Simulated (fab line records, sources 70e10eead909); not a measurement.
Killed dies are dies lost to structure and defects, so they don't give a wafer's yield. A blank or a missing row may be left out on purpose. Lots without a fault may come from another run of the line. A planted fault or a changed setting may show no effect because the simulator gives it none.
Chamber matching | flow nand_harc | NHARC_P_CONTACT_CMP_01 on cmp-04: 4 sister chambers
The step polishes SiO2, target thk 200 nm. 4 wafers are shown with their chamber, then 7 later ones without.

WAFERS WITH THEIR CHAMBER
wafer  | chamber | motor_current_A (A)
L091.4 | 0       | 12.5
L092.1 | 1       | 12.0
L094.1 | 2       | 12.7
L094.3 | 3       | 13.5

WAFERS WITHOUT THEIR CHAMBER
wafer  | motor_current_A (A)
L094.5 | 11.5
L095.2 | 13.7
L095.4 | 12.2
L095.6 | 11.7
L097.2 | 12.2
L097.3 | 11.7
L097.4 | 11.7

WHICH CHAMBER EACH WENT THROUGH
wafer  | from the rows above          | in truth
L094.5 | can't be placed: 1 or 0      | 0
L095.2 | 3                            | 3
L095.4 | can't be placed: 1 or 0 or 2 | 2
L095.6 | can't be placed: 1 or 0      | 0
L097.2 | can't be placed: 1 or 0 or 2 | 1
L097.3 | can't be placed: 1 or 0      | 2
L097.4 | can't be placed: 1 or 0      | 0
Placed correctly: 1 of 7. Can't be placed from these rows: 6 (the true chamber is among the candidates in 5). Placed wrongly: 0.
How it was worked out, from the rows above alone: a wafer's distance from a chamber is the root of the sum, over the readings, of the square of ((its reading less the chamber's mean) divided by the reading's scatter). The wafer belongs to the nearest chamber; if the next one is less than 2 further off, it can't be placed. A chamber's mean is the mean of its shown wafers. The scatter: with one shown wafer a chamber, the root of the mean of the squares of how far each hidden wafer lies from its nearest shown one.
